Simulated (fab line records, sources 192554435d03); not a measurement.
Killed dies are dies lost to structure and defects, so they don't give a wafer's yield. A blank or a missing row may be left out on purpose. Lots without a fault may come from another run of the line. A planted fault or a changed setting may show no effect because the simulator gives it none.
Which tool did it? | flow n5_finfet | 9 lots, 25 wafers sampled, at 5 steps of a route of 1938

WHAT THE GAUGES READ, wafer by wafer
N5_SDB_THK_MEAS_31.
lot  | measured    | on            | SDB_THK (nm)
L299 | day 4 14:40 | film_metro-02 | 66.3 63.3 62.4
L300 | day 4 23:44 | film_metro-01 | 64.2 64.9 63.6
L301 | day 5 05:15 | film_metro-01 | 62.8 63.9 65.6
L302 | day 5 07:20 | film_metro-02 | 64.0 64.6 67.7
L309 | day 7 07:04 | film_metro-02 | 65.7 62.9 65.7
L314 | day 8 10:23 | film_metro-02 | 62.8 63.5
L315 | day 8 19:05 | film_metro-02 | 62.6 64.3 63.8
L316 | day 8 22:22 | film_metro-02 | 64.3 64.4 62.6
L317 | day 9 05:03 | film_metro-01 | 64.6 65.4

N5_BEOL_M4_RC_MEAS_101.
lot  | measured     | on        | DIBL_N (mV/V)  | DIBL_P (mV/V)  | IOFF_N (nA/um) | IOFF_P (nA/um)    | IOFF_P_85C (nA/um) | IOFF_P_LIN (nA/um)   | IOFF_P_LONG (nA/um)        | ION_N (uA/um) | ION_P (uA/um) | SS_N (mV/dec)  | SS_P (mV/dec)  | VT_N (mV)   | VT_N_LVT (mV) | VT_P (mV)      | VT_P_LONG (mV)
L299 | day 8 07:55  | prober-02 | 35.7 41.1 35.3 | 35.8 42.1 35.4 | 0.14 0.26 0.14 | 0.18 0.29 0.18    | 3.2 4.7 3.2        | 0.088 0.121 0.088    | 0.000106 9.5e-05 0.000103  | 669 694 658   | 452 470 455   | 71.3 73.5 71.3 | 74.0 75.4 73.2 | 251 245 252 | 100 93 100    | -253 -249 -255 | -278 -277 -279
L300 | day 9 02:36  | prober-02 | 35.1 35.4 32.2 | 35.7 37.1 32.7 | 0.14 0.15 0.10 | 35.03 41.22 30.11 | 262.9 299.2 230.2  | 16.016 18.634 14.624 | 0.017119 0.017628 0.017436 | 664 678 650   | 641 664 638   | 71.3 71.5 70.5 | 73.3 72.9 72.2 | 253 250 257 | 255 250 259   | -104 -100 -104 | -129 -128 -130
L301 | day 8 21:22  | prober-01 | 38.5 35.3 37.7 | 39.0 35.3 37.4 | 0.20 0.14 0.18 | 61.08 47.48 54.19 | 428.9 347.9 387.9  | 25.787 21.630 23.646 | 0.022446 0.021588 0.022031 | 687 662 690   | 676 655 670   | 72.4 70.6 71.3 | 73.7 73.4 72.9 | 247 249 246 | 244 251 246   | -93 -94 -94    | -120 -121 -122
L302 | day 9 08:58  | prober-02 | 35.2 34.7 38.8 | 36.0 34.5 39.9 | 0.16 0.15 0.24 | 44.64 39.38 61.44 | 327.1 295.7 425.7  | 21.244 19.251 26.619 | 0.019475 0.019773 0.01958  | 676 674 690   | 658 648 671   | 71.9 71.3 73.3 | 74.0 73.0 75.5 | 249 250 243 | 251 251 246   | -98 -99 -94    | -125 -124 -123
L309 | day 11 16:40 | prober-02 | 35.9 41.9 36.9 | 35.5 41.5 35.8 | 0.14 0.26 0.15 | 0.19 0.29 0.19    | 3.3 4.8 3.4        | 0.091 0.122 0.091    | 9.9e-05 9.1e-05 9.8e-05    | 686 690 685   | 468 470 461   | 71.3 73.5 71.1 | 72.7 74.6 73.0 | 249 243 253 | 97 91 97      | -251 -248 -253 | -276 -281 -279
L314 | day 12 21:07 | prober-02 | 35.0 40.5      | 32.9 40.7      | 0.14 0.26      | 0.19 0.32         | 3.2 5.1            | 0.093 0.136          | 0.000126 0.000123          | 659 702       | 457 479       | 71.0 73.5      | 71.6 74.1      | 251 244     | 101 93        | -249 -242      | -272 -270
L315 | day 13 01:37 | prober-02 | 32.2 35.6 36.5 | 32.2 35.7 37.0 | 0.12 0.16 0.18 | 0.19 0.24 0.29    | 3.4 4.0 4.7        | 0.101 0.115 0.134    | 0.000139 0.000128 0.000124 | 669 678 686   | 476 466 475   | 70.6 71.2 71.6 | 71.6 72.7 73.8 | 251 248 244 | 104 100 97    | -247 -244 -240 | -270 -271 -269
L316 | day 12 22:52 | prober-01 | 36.1 34.7 37.6 | 37.7 35.3 37.5 | 0.18 0.15 0.20 | 0.27 0.22 0.26    | 4.6 3.8 4.5        | 0.127 0.109 0.124    | 0.000118 0.000116 0.000107 | 673 683 681   | 466 473 467   | 72.0 71.0 71.9 | 74.1 73.4 73.8 | 249 249 244 | 97 98 95      | -245 -248 -247 | -274 -272 -270
L317 | day 13 01:31 | prober-01 | 37.0 37.9      | 38.9 40.3      | 0.16 0.17      | 0.22 0.23         | 3.6 3.8            | 0.098 0.102          | 9e-05 9.4e-05              | 673 672       | 455 460       | 71.2 72.0      | 73.2 73.9      | 251 251     | 101 100       | -252 -250      | -277 -275

WHICH TOOL RAN EACH LOT (tool, then ch and the chambers of the sampled wafers, then the start)
lot  | N5_SDB_ETCH_25                    | N5_DUMMY_REMOVAL_HM_STRIP_01      | N5_HKMG_FIN_ALD_75
L299 | rie_diel-02 ch 0,2, day 4 11:20   | rie_diel-06 ch 0,2,3, day 4 14:43 | ald_hk-01 ch 0,1, day 4 15:52
L300 | rie_diel-04 ch 0,1, day 4 19:26   | rie_diel-03 ch 1,2,3, day 4 23:48 | ald_hk-01 ch 0,2,3, day 5 01:07
L301 | rie_diel-01 ch 0,1,3, day 5 01:57 | rie_diel-03 ch 0,1,3, day 5 05:19 | ald_hk-03 ch 0,2,3, day 5 06:28
L302 | rie_diel-04 ch 0,1,2, day 5 04:02 | rie_diel-05 ch 1,2,3, day 5 07:23 | ald_hk-02 ch 0,1,3, day 5 08:37
L309 | rie_diel-01 ch 0,3, day 7 03:46   | rie_diel-03 ch 0,2,3, day 7 07:07 | ald_hk-01 ch 0,2,3, day 7 08:10
L314 | rie_diel-04 ch 2,3, day 8 07:04   | rie_diel-06 ch 2,3, day 8 10:26   | ald_hk-03 ch 2,3, day 8 11:29
L315 | rie_diel-01 ch 0,3, day 8 14:58   | rie_diel-03 ch 0,1,2, day 8 19:08 | ald_hk-02 ch 0,1, day 8 20:10
L316 | rie_diel-01 ch 0,1,2, day 8 18:13 | rie_diel-06 ch 0,2,3, day 8 22:25 | ald_hk-01 ch 0,2,3, day 8 23:27
L317 | rie_diel-04 ch 1,2, day 9 01:47   | rie_diel-06 ch 0,2, day 9 05:10   | ald_hk-02 ch 1,3, day 9 06:26
- N5_SDB_ETCH_25: etches SiO2 in C4F6/O2, target depth 10 nm, time 3.3 s.
- N5_DUMMY_REMOVAL_HM_STRIP_01: strips SiNx in CH3F/O2, stops on poly-Si, target depth 4 nm, time 6.8 s.
- N5_HKMG_FIN_ALD_75: deposits Al2O3, target thk 1 nm, co reactant pulse time 1 s.

WHAT THE TOOLS THEMSELVES READ (means of the sampled wafers that have a number; where no wafer has one, the mark that the record gives instead)
N5_SDB_ETCH_25.
lot  | tool        | drypump_motor_current_A (A) | oes_product_au (a.u.) | rf_vpp_V (V) | showerhead_plenum_p_Torr (Torr) | throttle_valve_pct (%)
L299 | rie_diel-02 | 6.2                         | 0.69                  | 691          | 2.80                            | 21.2
L300 | rie_diel-04 | 5.4                         | 0.70                  | 657          | 2.74                            | 21.4
L301 | rie_diel-01 | 5.3                         | 0.76                  | 684          | 2.93                            | 20.9
L302 | rie_diel-04 | 5.4                         | 0.76                  | 671          | 2.80                            | 21.2
L309 | rie_diel-01 | 5.3                         | 0.75                  | 681          | 2.93                            | 20.9
L314 | rie_diel-04 | 5.2                         | 0.78                  | 665          | 2.93                            | 21.2
L315 | rie_diel-01 | 5.3                         | 0.75                  | 681          | 2.92                            | 21.0
L316 | rie_diel-01 | 5.6                         | 0.84                  | 692          | 2.93                            | 21.0
L317 | rie_diel-04 | 5.1                         | 0.87                  | 670          | 2.96                            | 20.9

N5_DUMMY_REMOVAL_HM_STRIP_01.
lot  | tool        | drypump_motor_current_A (A) | oes_product_au (a.u.) | rf_vpp_V (V) | showerhead_plenum_p_Torr (Torr) | throttle_valve_pct (%)
L299 | rie_diel-06 | 5.9                         | 0.613                 | 127.4        | 1.97                            | 16.29
L300 | rie_diel-03 | 6.0                         | 0.598                 | 128.8        | 2.06                            | 16.59
L301 | rie_diel-03 | 6.1                         | 0.573                 | 128.4        | 2.08                            | 16.54
L302 | rie_diel-05 | 5.8                         | 0.587                 | 126.8        | 2.06                            | 16.44
L309 | rie_diel-03 | 5.8                         | 0.596                 | 128.0        | 2.06                            | 16.55
L314 | rie_diel-06 | 6.0                         | 0.613                 | 125.3        | 1.92                            | 16.43
L315 | rie_diel-03 | 6.0                         | 0.586                 | 128.0        | 2.06                            | 16.52
L316 | rie_diel-06 | 5.9                         | 0.596                 | 126.5        | 1.96                            | 16.34
L317 | rie_diel-06 | 6.2                         | 0.600                 | 128.1        | 1.99                            | 16.29

N5_HKMG_FIN_ALD_75.
lot  | tool      | heater_power_outer_w (W) | heater_power_w (W) | precursor_pulse_height_rel
L299 | ald_hk-01 | 78                       | 148                | 0.994
L300 | ald_hk-01 | -                        | -                  | -
L301 | ald_hk-03 | -                        | -                  | -
L302 | ald_hk-02 | -                        | -                  | -
L309 | ald_hk-01 | 75                       | 148                | 0.985
L314 | ald_hk-03 | 73                       | 138                | 0.994
L315 | ald_hk-02 | 77                       | 148                | 1.017
L316 | ald_hk-01 | 75                       | 149                | 1.002
L317 | ald_hk-02 | 68                       | 138                | 1.014

THE ANSWER, worked out from the rows above alone
Rule: what is usual is taken from the lots themselves. Put in order of their means at a reading, lots are off if they are a third of the lots or fewer, leave a main group of 4 or more, and stand apart from it by a gap of 3 or more times the standard deviation of the main group's means; of several such gaps the widest counts. A main group whose means are all the same, to the digits that the tables above print for the reading, isn't used. A lot without any number at a reading at which 4 lots or more have one is off too. The other lots that the step has rows for count as sound. The gauges are gone through in route order, then the tools' own readings, and for those a lot's mean is taken as printed above. The first step at which some lot is off is used, and at that step the reading that is off furthest; a lot without a number counts as furthest.
Off: L300, L301, L302, at N5_BEOL_M4_RC_MEAS_101 (IOFF_P). The main group: mean 0.23 nA/um, standard deviation 0.014.
A tool fits if, at a process step before that reading, it ran every lot that is off, and no sound lot after the first of them. The gauges at N5_BEOL_M4_RC_MEAS_101 aren't tried: what is off there is off at N5_HKMG_FIN_ALD_75 too, on other tools, and a gauge's error can't cause that. None of those tried fits.

WHAT THE SIMULATOR HAD PUT IN
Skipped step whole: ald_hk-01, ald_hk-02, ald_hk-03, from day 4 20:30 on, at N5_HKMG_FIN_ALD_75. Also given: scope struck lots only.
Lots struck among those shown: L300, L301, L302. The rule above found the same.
